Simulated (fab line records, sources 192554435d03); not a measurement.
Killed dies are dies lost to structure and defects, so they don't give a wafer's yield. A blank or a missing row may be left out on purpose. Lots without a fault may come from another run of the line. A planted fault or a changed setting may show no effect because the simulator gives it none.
fab line records | flow n5_finfet
record lots=5 wafers=15 last_day=18
route steps=1938 shown BEOL_M13@1700 BEOL_M14@1716
lots that met no fault: from a run of the same line without faults
start_h: hours from the record's first day to the start of the lot's first wafer shown | wait_h: hours since the lot's step before | " the same as in the row above | L1.1+2: a row that stands for several wafers | - no value, or no start given | * or withheld: withheld | < > ~ a bound
route shown NAME@n: a module of which the file shows steps, and the number in the route of the first | usual: mean/standard deviation of fault-free wafers | same: alike in all rows | chamber/n: place in a boat | sites: the reading at each site | _std_site: their standard deviation | _edge_site: outer sites' mean less inner sites' | radius_mm: how far each site lies from the wafer's centre | mask NAME#n: copy n | behind: the tool/chamber that last shaped the wafer | hold: why the lot was held/for how many hours/how that ended | device: the transistor (n, p or np) that didn't switch | end of line: the same wafers' tests at the end of the route | a step without rows: its recipe alone | killed: dies lost to structure and defects at the first sort, not the wafer's yield | map: a wafer's dies, x killed, . not, _ none there
set.NAME: the setting as run; set.NAME@STEP: as run at that earlier step | model.NAME: the simulator's own value behind a step, which no gauge read
lots at some steps of the route; a table a step, a row a wafer
services: from which hour (start_h, from the record's first day; less than 0 if before it) a tool's chamber was out of use, for how many hours, and why
## steps
# step N5_BEOL_M13_ETCH_38
# recipe chemistry=CF4/N2 target=SiCN target_depth_a=675 taper_deg=2 time_s=71.9 ion_energy_ev=150 mask_material=SiO2 pressure_mtorr=40 source_w=430 bias_w=70 Ar_flow_sccm=100 cf4_flow_sccm=60 n2_flow_sccm=60
# usual bias_w=70.00/0.19 chamber_pressure_mTorr=40.00/0.037 drypump_motor_current_A=5.54/0.3 oes_product_au=0.81/0.095 rf_vpp_V=382.1/2 showerhead_plenum_p_Torr=2.20/0.068 throttle_valve_pct=15.36/0.25
# columns lot.wafer tool chamber start_h wait_h bias_w chamber_pressure_mTorr drypump_motor_current_A oes_product_au rf_hours_counter_h rf_vpp_V showerhead_plenum_p_Torr throttle_valve_pct
L076.2 rie_diel-06 1 270.92 - 69.98 40.04 5.94 0.86 57 381.8 2.24 15.16
L076.3 " 0 " " 69.96 40.02 5.46 0.85 80 382.8 2.23 15.14
L076.4 " 0 " " 70.09 40.01 5.43 0.85 - 382.0 2.23 15.15
L080.3 rie_diel-01 0 308.04 - 69.91 40.02 5.06 0.80 103 382.0 2.22 15.63
L080.4 " 3 " " 70.24 40.01 5.65 0.74 - 378.9 2.13 15.25
L080.5 " 0 " " 70.37 39.98 5.07 0.79 - 381.9 2.23 15.62
L083.2 rie_diel-06 2 345.43 - 69.90 40.01 5.92 0.75 150 384.3 2.29 15.23
L083.4 " 3 " " 70.01 40.01 5.08 0.96 2 384.8 2.35 15.06
L083.6 " 1 " " 69.75 39.96 5.94 0.83 - 384.1 2.23 15.23
L095.1 rie_diel-01 0 392.36 - 69.88 40.05 5.07 0.77 129 382.6 2.22 15.67
L095.3 " 1 " " 70.05 40.02 5.57 0.94 14 382.1 2.25 15.16
L095.4 " 2 " " 70.11 40.06 5.70 0.91 21 381.4 2.17 15.26
L096.4 rie_diel-03 1 409.34 - 69.85 39.96 5.23 0.71 210 377.1 2.02 15.35
L096.5 " 1 " " 69.93 40.00 5.24 0.72 - 377.8 2.02 15.35
L096.6 " 0 " " 70.05 39.99 5.60 0.96 - 381.7 2.17 15.00
# step N5_BEOL_M13_PRECLEAN_39
# recipe chemistry=residue_remover time_s=60 temp_c=40
# usual bath_guard_temp_C=39.9/0.54 temp_c=40.01/0.11
# columns lot.wafer tool chamber start_h wait_h bath_guard_temp_C temp_c
L076.2 wet_bench-02 7 271.05 0.1 40.2 40.07
L076.3 " 2 " " 38.9 39.98
L076.4 " 0 " " 39.6 39.75
L080.3 wet_bench-02 0 308.17 0.1 39.6 40.20
L080.4 " 2 " " 38.9 39.86
L080.5 " 4 " " 39.1 40.00
L083.2 wet_bench-02 1 345.56 0.1 40.2 39.98
L083.4 " 4 " " 39.3 39.88
L083.6 " 3 " " 40.0 40.01
L095.1 wet_bench-02 3 392.49 0.1 39.6 40.09
L095.3 " 4 " " 39.1 39.83
L095.4 " 7 " " 40.1 40.09
L096.4 wet_bench-04 7 409.47 0.1 40.2 39.91
L096.5 " 1 " " 39.0 40.06
L096.6 " 2 " " 40.3 40.09
# step N5_BEOL_M13_SRD_40
# recipe time_s=30 temp_c=23 rinse_liquid=diw dry=n2_spin spin_rpm=1500 dry_time_s=30
# usual temp_c=22.99/0.096
# columns lot.wafer tool chamber start_h wait_h temp_c
L076.2 wet_bench-02 7 271.07 0.0 23.09
L076.3 " 2 " " 22.97
L076.4 " 0 " " 22.86
L080.3 wet_bench-02 0 308.19 0.0 22.96
L080.4 " 2 " " 23.02
L080.5 " 4 " " 23.04
L083.2 wet_bench-02 1 345.58 0.0 23.09
L083.4 " 4 " " 23.09
L083.6 " 3 " " 23.07
L095.1 wet_bench-02 3 392.51 0.0 23.01
L095.3 " 4 " " 22.98
L095.4 " 7 " " 22.98
L096.4 wet_bench-04 7 409.51 0.0 22.97
L096.5 " 1 " " 23.06
L096.6 " 2 " " 22.89
# step N5_BEOL_M13_DEGAS_41
# recipe ambient=vacuum temp_c=250 time_s=60
# usual heater_power_w=330/32
# columns lot.wafer tool chamber start_h wait_h heater_power_w
L076.2 pvd_sputter-02 - 271.37 0.3 295
L076.3 " - " " 396
L076.4 " - " " 321
L080.3 pvd_sputter-01 - 308.39 0.2 361
L080.4 " - " " 311
L080.5 " - " " 368
L083.2 pvd_sputter-02 - 345.83 0.2 294
L083.4 " - " " 359
L083.6 " - " " 383
L095.1 pvd_sputter-02 - 393.00 0.5 393
L095.3 " - " " 331
L095.4 " - " " 296
L096.4 pvd_sputter-03 - 409.79 0.3 299
L096.5 " - " " 305
L096.6 " - " " 291
# step N5_BEOL_M13_PRE_CLEAN_42
# recipe gas=H2/He time_s=30 temp_c=250
# usual heater_power_w=329/32
# columns lot.wafer tool chamber start_h wait_h heater_power_w
L076.2 pvd_sputter-02 - 271.41 0.0 300
L076.3 " - " " 394
L076.4 " - " " 315
L080.3 pvd_sputter-01 - 308.43 0.0 363
L080.4 " - " " 319
L080.5 " - " " 362
L083.2 pvd_sputter-02 - 345.87 0.0 298
L083.4 " - " " 364
L083.6 " - " " 388
L095.1 pvd_sputter-02 - 393.04 0.0 393
L095.3 " - " " 318
L095.4 " - " " 298
L096.4 pvd_sputter-03 - 409.83 0.0 297
L096.5 " - " " 300
L096.6 " - " " 297
# step N5_BEOL_M13_SPUTTER_43
# recipe material=TaN target_thk_a=150 temp_c=50 bias_v=168.6 power_w=15000 chamber_pressure_pa=0.12 time_s=24.19
# usual bias_v=168.6/1.6 throttle_valve_pct=29.9/1.2
# columns lot.wafer tool chamber start_h wait_h bias_v throttle_valve_pct
L076.2 pvd_sputter-02 - 271.45 0.0 169.2 29.3
L076.3 " - " " 167.6 31.7
L076.4 " - " " 169.4 31.4
L080.3 pvd_sputter-01 - 308.47 0.0 168.9 28.9
L080.4 " - " " 170.0 30.7
L080.5 " - " " 169.6 29.3
L083.2 pvd_sputter-02 - 345.91 0.0 170.0 29.3
L083.4 " - " " 168.8 28.8
L083.6 " - " " 166.4 31.6
L095.1 pvd_sputter-02 - 393.08 0.0 166.6 31.4
L095.3 " - " " 167.9 31.7
L095.4 " - " " 166.8 29.2
L096.4 pvd_sputter-03 - 409.87 0.0 172.6 30.7
L096.5 " - " " 165.6 30.5
L096.6 " - " " 170.0 30.7
# step N5_BEOL_M13_SPUTTER_44
# recipe material=Ta target_thk_a=100 temp_c=50 bias_v=80 power_w=15000 chamber_pressure_pa=0.07 time_s=16.13
# usual bias_v=79.9/0.8 throttle_valve_pct=29.9/1.2
# columns lot.wafer tool chamber start_h wait_h bias_v throttle_valve_pct
L076.2 pvd_sputter-02 - 271.53 0.0 79.7 29.2
L076.3 " - " " 81.0 31.5
L076.4 " - " " 80.1 31.6
L080.3 pvd_sputter-01 - 308.55 0.0 81.0 29.0
L080.4 " - " " 79.6 30.9
L080.5 " - " " 79.4 29.1
L083.2 pvd_sputter-02 - 345.99 0.0 80.2 29.5
L083.4 " - " " 80.1 28.9
L083.6 " - " " 80.8 31.7
L095.1 pvd_sputter-02 - 393.16 0.0 80.4 31.3
L095.3 " - " " 80.4 31.6
L095.4 " - " " 79.3 29.2
L096.4 pvd_sputter-03 - 409.95 0.0 80.0 30.6
L096.5 " - " " 78.6 30.1
L096.6 " - " " 79.2 30.5
# step N5_BEOL_M13_SPUTTER_45
# recipe material=Cu target_thk_a=800 temp_c=-20 bias_v=60 power_w=26000 chamber_pressure_pa=0.13 time_s=13.33
# usual bias_v=59.9/0.57 throttle_valve_pct=29.9/1.2
# columns lot.wafer tool chamber start_h wait_h bias_v throttle_valve_pct
L076.2 pvd_sputter-02 - 271.61 0.0 60.8 29.3
L076.3 " - " " 59.2 31.5
L076.4 " - " " 60.0 31.8
L080.3 pvd_sputter-01 - 308.63 0.0 59.6 29.2
L080.4 " - " " 60.0 30.8
L080.5 " - " " 59.7 29.0
L083.2 pvd_sputter-02 - 346.07 0.0 60.7 29.2
L083.4 " - " " 59.9 29.0
L083.6 " - " " 60.0 31.5
L095.1 pvd_sputter-02 - 393.24 0.0 59.6 31.4
L095.3 " - " " 59.8 31.5
L095.4 " - " " 60.4 29.1
L096.4 pvd_sputter-03 - 410.03 0.0 60.2 30.8
L096.5 " - " " 59.3 30.5
L096.6 " - " " 61.2 30.7
# step N5_BEOL_M13_ECD_47
# recipe material=Cu target_thk_a=9360
# columns lot.wafer tool chamber start_h wait_h
L076.2+3+4 ecd_cu-01 0,1,0 271.73 0.1
L080.3+4+5 ecd_cu-02 0,1,0 308.79 0.1
L083.2+4+6 ecd_cu-02 0 346.18 0.1
L095.1+3+4 ecd_cu-02 0,0,1 393.36 0.1
L096.4+5+6 ecd_cu-02 0,0,1 410.20 0.1
# step N5_BEOL_M13_ANNEAL_48
# recipe temp_c=225 time_s=90 ambient=N2
# usual wafer_temp_C_max=226.3/0.45
# columns lot.wafer tool chamber start_h wait_h wafer_temp_C_max
L076.2 rtp_anneal-01 0 271.94 0.2 226.2
L076.3 " 0 " " 225.9
L076.4 " 0 " " 226.1
L080.3 rtp_anneal-01 0 309.00 0.2 226.3
L080.4 " 0 " " 226.4
L080.5 " 0 " " 226.0
L083.2 rtp_anneal-01 0 346.48 0.2 226.0
L083.4 " 0 " " 226.0
L083.6 " 0 " " 225.8
L095.1 rtp_anneal-01 0 394.63 1.2 225.8
L095.3 " 0 " " 226.1
L095.4 " 0 " " 225.8
L096.4 rtp_anneal-01 0 411.61 1.4 226.3
L096.5 " 0 " " 225.9
L096.6 " 0 " " 226.0
# step N5_BEOL_M13_CMP_49
# recipe stop_on=SiOC t_overpolish_s=17.1 down_force_psi=1 platen_rpm=50 clearing_platen_down_force_psi=1.5 clearing_platen_rpm=50 post_cmp_clean=cu_alkaline target_thk_nm=420 clearing_platen_pad_velocity_m_s=0.99484 pad_velocity_m_s=0.99484
# usual barrier_field_endpoint_s=30.3/0.69 head_pressure_psi=1.0001/0.0022 motor_current_A=6.1/0.43 overpolish_run_s=17.100/0.0099
# columns lot.wafer tool chamber start_h wait_h barrier_field_endpoint_s head_pressure_psi motor_current_A overpolish_run_s
L076.4 cmp-03 2 272.19 0.1 30.6 0.9919 6.5 17.105
L076.3 " 3 " " 30.4 1.0002 5.9 17.104
L076.2 " 0 " " 30.2 1.0008 7.1 17.110
L080.4 cmp-02 2 309.25 0.2 30.6 1.0019 6.1 17.109
L080.3 " 0 " " 30.2 0.9987 5.6 17.102
L080.5 " 1 " " 30.5 1.0004 5.3 17.097
L083.4 cmp-02 0 346.77 0.2 29.7 0.9996 5.9 17.088
L083.2 " 1 " " 30.0 1.0016 5.2 17.109
L083.6 " 3 " " 30.1 1.0022 6.2 17.103
L095.1 cmp-02 2 394.94 0.3 30.0 0.9952 6.5 17.113
L095.4 " 0 " " 29.8 0.9989 5.3 17.095
L095.3 " 1 " " 30.7 1.0033 5.2 17.099
L096.4 cmp-03 3 411.81 0.2 30.3 1.0038 6.1 17.101
L096.6 " 2 " " 30.6 0.9994 6.2 17.095
L096.5 " 3 " " 30.1 1.0040 6.0 17.092
# step N5_BEOL_M13_THK_MEAS_50
# recipe thk_meas_gauge=xrf reads=Cu_of_BEOL_M13_ECD_47
# usual M13_THK=415/7.6
# columns lot.wafer tool chamber start_h wait_h M13_THK[nm]
L076.2 film_metro-02 - 272.48 - 428
L076.3 " - " " 425
L076.4 " - " " 428
L080.3 film_metro-02 - 309.51 - 422
L080.4 " - " " 409
L080.5 " - " " 421
L083.2 film_metro-01 - 347.02 - 403
L083.4 " - " " 409
L083.6 " - " " 401
L095.1 film_metro-02 - 395.23 - 424
L095.3 " - " " 417
L095.4 " - " " 416
L096.4 film_metro-01 - 412.06 - 418
L096.5 " - " " 409
L096.6 " - " " 415
# step N5_BEOL_M13_PRE_CLEAN_52
# recipe gas=NH3 time_s=15 temp_c=withheld rf_power_w=300
# columns lot.wafer tool chamber start_h wait_h
L076.2+3+4 pecvd-01 2,1,1 272.52 0.0
L080.3+4+5 pecvd-01 0,0,2 309.54 0.0
L083.2+4+6 pecvd-03 0,2,0 347.06 0.0
L095.1+3+4 pecvd-02 1,0,2 395.27 0.0
L096.4+5+6 pecvd-01 0,2,0 412.11 0.0
# step N5_BEOL_M13_DEP_53
# recipe material=SiCN target_thk_a=500 temp_c=withheld precursor=3MS/NH3 pressure_torr=3 rf_w=675 time_s=17.8
# usual showerhead_plenum_p_Torr=4.162/0.016 throttle_valve_pct=18.5/1.5
# columns lot.wafer tool chamber start_h wait_h showerhead_plenum_p_Torr throttle_valve_pct
L076.2 pecvd-01 2 272.55 0.0 4.165 19.3
L076.3 " 1 " " 4.159 19.3
L076.4 " 1 " " 4.170 19.6
L080.3 pecvd-01 0 309.57 0.0 4.158 17.0
L080.4 " 0 " " 4.160 17.0
L080.5 " 2 " " 4.149 19.4
L083.2 pecvd-03 0 347.09 0.0 4.180 17.3
L083.4 " 2 " " 4.162 17.3
L083.6 " 0 " " 4.172 17.1
L095.1 pecvd-02 1 395.30 0.0 4.154 20.5
L095.3 " 0 " " 4.129 18.1
L095.4 " 2 " " 4.184 16.5
L096.4 pecvd-01 0 412.15 0.0 4.158 17.3
L096.5 " 2 " " 4.161 19.5
L096.6 " 0 " " 4.165 17.1
# step N5_BEOL_M13_RS_MEAS_54
# recipe thk_meas_gauge=four-point-probe reads=Cu_of_BEOL_M13_ECD_47+Ta_of_BEOL_M13_SPUTTER_44+TaN_of_BEOL_M13_SPUTTER_43
# usual M13_RS=0.0451/0.00076
# columns lot.wafer tool chamber start_h wait_h M13_RS[ohm/sq]
L076.2 film_metro-01 - 272.61 0.1 0.0440
L076.3 " - " " 0.0442
L076.4 " - " " 0.0439
L080.3 film_metro-02 - 309.63 0.1 0.0448
L080.4 " - " " 0.0459
L080.5 " - " " 0.0450
L083.2 film_metro-02 - 347.15 0.1 0.0465
L083.4 " - " " 0.0456
L083.6 " - " " 0.0467
L095.1 film_metro-01 - 395.36 0.0 0.0439
L095.3 " - " " 0.0446
L095.4 " - " " 0.0447
L096.4 film_metro-01 - 412.22 0.1 0.0447
L096.5 " - " " 0.0453
L096.6 " - " " 0.0448
# step N5_BEOL_M13_INSPECT_55
# recipe inspect_instrument=darkfield mode=post_dep
# usual raw_defect_count=69/18
# columns lot.wafer tool chamber start_h wait_h raw_defect_count
L076.2 defect_inspect-01 - 272.64 0.0 46
L076.3 " - " " 60
L076.4 " - " " 84
L080.3 defect_inspect-02 - 309.66 0.0 83
L080.4 " - " " 63
L080.5 " - " " 72
L083.2 defect_inspect-01 - 347.18 0.0 49
L083.4 " - " " 69
L083.6 " - " " 54
L095.1 defect_inspect-01 - 395.39 0.0 75
L095.3 " - " " 63
L095.4 " - " " 124
L096.4 defect_inspect-02 - 412.25 0.0 98
L096.5 " - " " 63
L096.6 " - " " 85
# step N5_BEOL_M14_ILD_DEP_00
# recipe material=SiO2 target_thk_a=11193 temp_c=400 precursor=TEOS/O2 pressure_torr=6.5 rf_w=900 teos_flow_sccm=161.4 gas=O2 flow_sccm=2650 time_s=237.4
# usual heater_power_w=528/88 showerhead_plenum_p_Torr=8.35/0.039 throttle_valve_pct=18.9/1.4
# columns lot.wafer tool chamber start_h wait_h heater_power_w showerhead_plenum_p_Torr throttle_valve_pct
L076.2 pecvd-02 1 272.68 0.0 570 8.34 20.9
L076.3 " 2 " " 636 8.40 16.9
L076.4 " 0 " " 460 8.28 18.6
L080.3 pecvd-02 0 309.70 0.0 461 8.29 18.4
L080.4 " 0 " " 506 8.31 18.5
L080.5 " 2 " " 549 8.40 16.9
L083.2 pecvd-02 1 347.21 0.0 552 8.34 21.0
L083.4 " 2 " " 545 8.39 17.1
L083.6 " 1 " " 587 8.36 21.2
L095.1 pecvd-03 2 395.43 0.0 578 8.34 17.8
L095.3 " 0 " " 540 8.36 17.9
L095.4 " 2 " " 637 8.33 17.7
L096.4 pecvd-03 0 412.36 0.1 568 8.36 17.8
L096.5 " 1 " " 502 8.37 21.4
L096.6 " 2 " " 616 8.34 17.5
# step N5_BEOL_M14_THK_MEAS_01
# recipe reads=SiO2_of_BEOL_M14_ILD_DEP_00
# usual M14_ILD_THK=1122/15
# columns lot.wafer tool chamber start_h wait_h M14_ILD_THK[nm]
L076.2 film_metro-01 - 272.87 0.1 1126
L076.3 " - " " 1126
L076.4 " - " " 1144
L080.3 film_metro-02 - 309.89 0.1 1122
L080.4 " - " " 1141
L080.5 " - " " 1146
L083.2 film_metro-01 - 347.40 0.1 1112
L083.4 " - " " 1149
L083.6 " - " " 1136
L095.1 film_metro-01 - 395.63 0.1 1092
L095.3 " - " " 1110
L095.4 " - " " 1119
L096.4 film_metro-02 - 412.47 0.0 1117
L096.5 " - " " 1131
L096.6 " - " " 1116
# step N5_BEOL_M14_COAT_58
# recipe resist=BARC temp_c=205 time_s=60 spin_rpm=1500 resist_thk_nm=89
# usual dispense_pressure_kPa=53.1/2.2 plate_temp_C=204.98/0.16
# columns lot.wafer tool chamber start_h wait_h dispense_pressure_kPa plate_temp_C
L076.2 litho_track-01 0 272.90 0.0 53.5 204.76
L076.3 " 0 " " 53.5 204.90
L076.4 " 0 " " 53.6 204.88
L080.3 litho_track-01 0 309.92 0.0 53.5 204.88
L080.4 " 0 " " 53.5 204.75
L080.5 " 0 " " 53.5 204.79
L083.2 litho_track-01 0 347.44 0.0 53.5 204.90
L083.4 " 0 " " 53.6 204.99
L083.6 " 0 " " 53.6 204.90
L095.1 litho_track-05 0 395.66 0.0 49.8 205.11
L095.3 " 0 " " 49.8 204.85
L095.4 " 0 " " 49.8 205.05
L096.4 litho_track-01 0 412.51 0.0 53.6 204.86
L096.5 " 0 " " 53.6 204.91
L096.6 " 0 " " 53.6 204.83
# step N5_BEOL_M14_COAT_04
# recipe spin_rpm=1704 resist_thk_nm=800
# usual dispense_pressure_kPa=53.2/2.2
# columns lot.wafer tool chamber start_h wait_h dispense_pressure_kPa
L076.2 litho_track-01 0 - - 53.7
L076.3 " 0 " " 53.7
L076.4 " 0 " " 53.6
L080.3 litho_track-01 0 - - 53.7
L080.4 " 0 " " 53.6
L080.5 " 0 " " 53.6
L083.2 litho_track-01 0 - - 53.7
L083.4 " 0 " " 53.7
L083.6 " 0 " " 53.6
L095.1 litho_track-05 0 - - 49.8
L095.3 " 0 " " 49.9
L095.4 " 0 " " 49.8
L096.4 litho_track-01 0 - - 53.6
L096.5 " 0 " " 53.6
L096.6 " 0 " " 53.7
# step N5_BEOL_M14_EBR_06
# recipe solvent=PGMEA ebr_width_mm=1.5
# columns lot.wafer tool chamber start_h wait_h
L076.2+3+4 litho_track-01 0 - -
L080.3+4+5 litho_track-01 0 - -
L083.2+4+6 litho_track-01 0 - -
L095.1+3+4 litho_track-05 0 - -
L096.4+5+6 litho_track-01 0 - -
# step N5_BEOL_M14_SOFTBAKE_05
# recipe temp_c=130 time_s=60
# usual plate_temp_C=129.98/0.16
# columns lot.wafer tool chamber start_h wait_h plate_temp_C
L076.2 litho_track-01 0 - - 129.67
L076.3 " 0 " " 129.88
L076.4 " 0 " " 130.05
L080.3 litho_track-01 0 - - 130.03
L080.4 " 0 " " 130.08
L080.5 " 0 " " 130.07
L083.2 litho_track-01 0 - - 129.77
L083.4 " 0 " " 130.09
L083.6 " 0 " " 130.37
L095.1 litho_track-05 0 - - 130.36
L095.3 " 0 " " 130.31
L095.4 " 0 " " 130.14
L096.4 litho_track-01 0 - - 130.11
L096.5 " 0 " " 130.17
L096.6 " 0 " " 129.88
# step N5_BEOL_M14_EXPOSE_07
# recipe mask_id=V13 na=0.8 source_shape=annular sigma_inner=0.5 sigma_outer=0.8 polarization=unpolarized attpsm_phase_deg=180 dose_mj=57
# same sigma_inner=0.5
# columns lot.wafer tool chamber start_h wait_h mask
L076.2+3+4 krf_scanner-02 0 273.15 - V13#0
L080.3+4+5 krf_scanner-02 0 310.16 - V13#0
L083.2+4+6 krf_scanner-01 0 347.67 - V13#0
L095.1+3+4 krf_scanner-02 0 395.88 - V13#0
L096.4+5+6 krf_scanner-01 0 412.75 - V13#0
# step N5_BEOL_M14_PEB_08
# recipe peb_temp_c=130 peb_time_s=90
# usual plate_temp_C=130.01/0.12
# columns lot.wafer tool chamber start_h wait_h plate_temp_C
L076.2 litho_track-01 0 273.20 0.0 129.97
L076.3 " 0 " " 129.88
L076.4 " 0 " " 129.95
L080.3 litho_track-03 0 310.21 0.0 130.32
L080.4 " 0 " " 130.07
L080.5 " 0 " " 130.07
L083.2 litho_track-01 0 347.72 0.0 129.92
L083.4 " 0 " " 130.09
L083.6 " 0 " " 129.90
L095.1 litho_track-01 0 395.94 0.1 130.25
L095.3 " 0 " " 130.15
L095.4 " 0 " " 130.09
L096.4 litho_track-01 0 412.79 0.0 129.87
L096.5 " 0 " " 129.93
L096.6 " 0 " " 129.95
# step N5_BEOL_M14_DEVELOP_09
# recipe develop_time_s=45 rinse_liquid=diw dry=air_spin dev_temp_c=21
# columns lot.wafer tool chamber start_h wait_h
L076.2+3+4 litho_track-01 0 - -
L080.3+4+5 litho_track-03 0 - -
L083.2+4+6 litho_track-01 0 - -
L095.1+3+4 litho_track-01 0 - -
L096.4+5+6 litho_track-01 0 - -
# step N5_BEOL_M14_HARDBAKE_14
# recipe temp_c=130 time_s=120
# usual plate_temp_C=130.02/0.15
# columns lot.wafer tool chamber start_h wait_h plate_temp_C
L076.2 litho_track-01 0 - - 130.00
L076.3 " 0 " " 129.98
L076.4 " 0 " " 129.95
L080.3 litho_track-03 0 - - 130.11
L080.4 " 0 " " 130.06
L080.5 " 0 " " 129.97
L083.2 litho_track-01 0 - - 130.06
L083.4 " 0 " " 129.79
L083.6 " 0 " " 129.80
L095.1 litho_track-01 0 - - 129.92
L095.3 " 0 " " 129.94
L095.4 " 0 " " 129.91
L096.4 litho_track-01 0 - - 130.13
L096.5 " 0 " " 130.03
L096.6 " 0 " " 129.86
# step N5_BEOL_M14_CD_MEAS_10
# recipe target_cd_nm=250 landing_energy_ev=500 detector=se_inlens polarity=opening
# usual cd_nm=250.1/1.3
# columns lot.wafer tool chamber start_h wait_h cd_nm
L076.2 cd_sem-01 0 273.32 - 247.1
L076.3 " 0 " " 250.7
L076.4 " 0 " " 248.9
L080.3 cd_sem-03 0 310.33 - 249.9
L080.4 " 0 " " 251.5
L080.5 " 0 " " 251.0
L083.2 cd_sem-01 0 347.84 - 248.5
L083.4 " 0 " " 250.9
L083.6 " 0 " " 249.8
L095.1 cd_sem-02 0 396.06 - 248.2
L095.3 " 0 " " 248.4
L095.4 " 0 " " 250.7
L096.4 cd_sem-02 0 412.91 - 250.0
L096.5 " 0 " " 248.8
L096.6 " 0 " " 250.8
# step N5_BEOL_M14_OVL_MEAS_11
# recipe points_per_wafer=44
# usual V13_OVL=-3/5.1
# columns lot.wafer tool chamber start_h wait_h V13_OVL[nm]
L076.2 overlay-02 0 273.35 0.0 2
L076.3 " 0 " " -4
L076.4 " 0 " " 1
L080.3 overlay-01 0 310.36 0.0 1
L080.4 " 0 " " 5
L080.5 " 0 " " -7
L083.2 overlay-02 0 347.87 0.0 0
L083.4 " 0 " " -5
L083.6 " 0 " " 0
L095.1 overlay-01 0 396.09 0.0 -3
L095.3 " 0 " " -2
L095.4 " 0 " " 3
L096.4 overlay-02 0 412.94 0.0 1
L096.5 " 0 " " -6
L096.6 " 0 " " -8
# step N5_BEOL_M14_INSPECT_12
# recipe mode=adi inspect_instrument=macro
# usual raw_defect_count=1.8/1.4
# columns lot.wafer tool chamber start_h wait_h raw_defect_count
L076.2 defect_inspect-02 - 273.37 0.0 5
L076.3 " - " " 0
L076.4 " - " " 2
L080.3 defect_inspect-02 - 310.38 0.0 0
L080.4 " - " " 1
L080.5 " - " " 3
L083.2 defect_inspect-02 - 347.89 0.0 2
L083.4 " - " " 1
L083.6 " - " " 2
L095.1 defect_inspect-01 - 396.11 0.0 0
L095.3 " - " " 3
L095.4 " - " " 1
L096.4 defect_inspect-01 - 412.96 0.0 3
L096.5 " - " " 1
L096.6 " - " " 2
# step N5_BEOL_M14_DESCUM_15
# recipe chemistry=O2 time_s=7.9 source_power_w=50 bias_power_w=20 pressure_mtorr=20 rf_frequency_hz=2.712e+07 temp_c=40 o2_flow_sccm=225
# usual chamber_pressure_mTorr=20.001/0.017 drypump_motor_current_A=5.9/0.34 oes_product_au=0.82/0.084 rf_vpp_V=243.6/1.7 showerhead_plenum_p_Torr=2.12/0.1 temp_c=39.99/0.11 throttle_valve_pct=20.32/0.19
# columns lot.wafer tool chamber start_h wait_h chamber_pressure_mTorr drypump_motor_current_A oes_product_au rf_hours_counter_h rf_vpp_V showerhead_plenum_p_Torr temp_c throttle_valve_pct
L076.2 rie_diel-02 0 273.41 0.0 19.981 5.3 0.82 72 243.6 2.21 40.00 20.19
L076.3 " 2 " " 19.998 6.4 0.93 21 241.9 2.04 40.08 20.21
L076.4 " 1 " " 19.994 5.5 0.77 118 245.8 2.19 39.82 20.38
L080.3 rie_diel-05 3 310.41 0.0 19.977 6.3 0.89 22 242.4 2.14 39.88 20.31
L080.4 " 2 " " 20.012 5.8 0.84 56 245.7 2.22 39.98 20.36
L080.5 " 0 " " 20.023 5.5 0.72 - 242.9 2.16 39.96 20.28
L083.2 rie_diel-02 1 347.93 0.0 20.006 5.5 0.75 144 245.2 2.18 40.26 20.42
L083.4 " 3 " " 19.967 5.9 0.69 241 245.6 2.15 39.87 20.30
L083.6 " 0 " " 19.990 5.3 0.80 - 243.5 2.20 39.84 20.24
L095.1 rie_diel-04 0 397.57 1.5 20.016 6.4 0.80 125 245.1 2.20 40.11 20.36
L095.3 " 3 " " 20.010 6.0 0.91 20 243.8 2.05 39.99 20.10
L095.4 " 1 " " 20.026 6.1 0.91 40 244.9 2.21 40.08 20.01
L096.4 rie_diel-04 3 413.01 0.0 19.983 6.0 0.89 - 241.6 2.05 40.16 20.12
L096.5 " 1 " " 20.001 6.1 0.90 - 245.6 2.21 39.84 20.02
L096.6 " 2 " " 20.013 6.1 0.77 - 242.1 2.00 40.04 20.66
# step N5_BEOL_M14_ETCH_59
# recipe chemistry=N2/H2 target=BARC target_depth_a=890 overetch_a=267 time_s=67.9 ion_energy_ev=200 pressure_mtorr=30 source_w=840 bias_w=150 n2_flow_sccm=200 h2_flow_sccm=200
# usual bias_w=150.0/0.44 chamber_pressure_mTorr=29.999/0.027 drypump_motor_current_A=5.9/0.35 oes_product_au=0.70/0.068 rf_vpp_V=525/3.5 showerhead_plenum_p_Torr=2.58/0.12 throttle_valve_pct=17.79/0.21
# columns lot.wafer tool chamber start_h wait_h bias_w chamber_pressure_mTorr drypump_motor_current_A oes_product_au rf_hours_counter_h rf_vpp_V showerhead_plenum_p_Torr throttle_valve_pct
L076.2 rie_diel-02 0 273.44 0.0 150.1 29.984 5.3 0.68 72 527 2.69 17.68
L076.3 " 2 " " 149.5 29.962 6.4 0.79 21 523 2.50 17.78
L076.4 " 1 " " 150.8 29.984 5.4 0.66 118 527 2.66 17.82
L080.3 rie_diel-05 3 310.45 0.0 150.5 30.036 6.3 0.77 22 526 2.60 17.78
L080.4 " 2 " " 149.7 30.023 5.8 0.72 56 529 2.70 17.77
L080.5 " 0 " " 150.1 29.992 5.5 0.62 - 527 2.63 17.75
L083.2 rie_diel-02 1 347.96 0.0 149.7 29.973 5.5 0.65 144 526 2.65 17.84
L083.4 " 3 " " 149.7 29.978 5.9 0.60 241 526 2.61 17.89
L083.6 " 0 " " 150.0 29.990 5.3 0.66 - 527 2.67 17.73
L095.1 rie_diel-04 0 397.60 0.0 150.4 30.001 6.3 0.68 125 527 2.66 17.76
L095.3 " 3 " " 149.8 30.014 6.0 0.77 20 523 2.49 17.56
L095.4 " 1 " " 150.2 29.973 6.1 0.77 40 528 2.69 17.46
L096.4 rie_diel-04 3 413.05 0.0 150.1 30.005 6.0 0.76 - 524 2.49 17.57
L096.5 " 1 " " 150.5 30.029 6.1 0.76 - 528 2.69 17.48
L096.6 " 2 " " 150.1 30.000 6.1 0.65 - 520 2.44 18.16
## services
# columns tool chamber start_h hours kind
cmp-02 - 248.20 7.1 repair
pecvd-01 - 273.03 1.2 repair
cmp-02 - 278.99 1.1 repair
pecvd-03 0 279.12 5.2 repair
krf_scanner-02 - 283.03 1.8 repair
pecvd-01 - 288.17 2.8 pm
cmp-02 - 289.69 5.1 repair
pecvd-03 - 297.02 5.5 pm
rie_diel-02 3 321.37 8.5 repair
rtp_anneal-01 - 326.99 4.0 pm
pecvd-02 1 333.33 8.4 repair
cmp-02 - 336.76 0.9 repair
krf_scanner-02 - 348.03 1.1 repair
rie_diel-02 1 356.92 13.5 repair
ecd_cu-02 - 363.40 0.6 repair
krf_scanner-02 - 376.39 1.5 repair
krf_scanner-02 - 385.49 2.4 repair
krf_scanner-02 - 387.93 1.0 pm
krf_scanner-02 - 391.60 0.5 repair
krf_scanner-02 - 399.93 0.8 pm
rie_diel-04 0 404.31 19.7 repair
cmp-02 - 406.27 0.6 repair
krf_scanner-02 - 407.15 1.3 pm
cmp-02 - 412.07 1.2 repair
## key
fault none
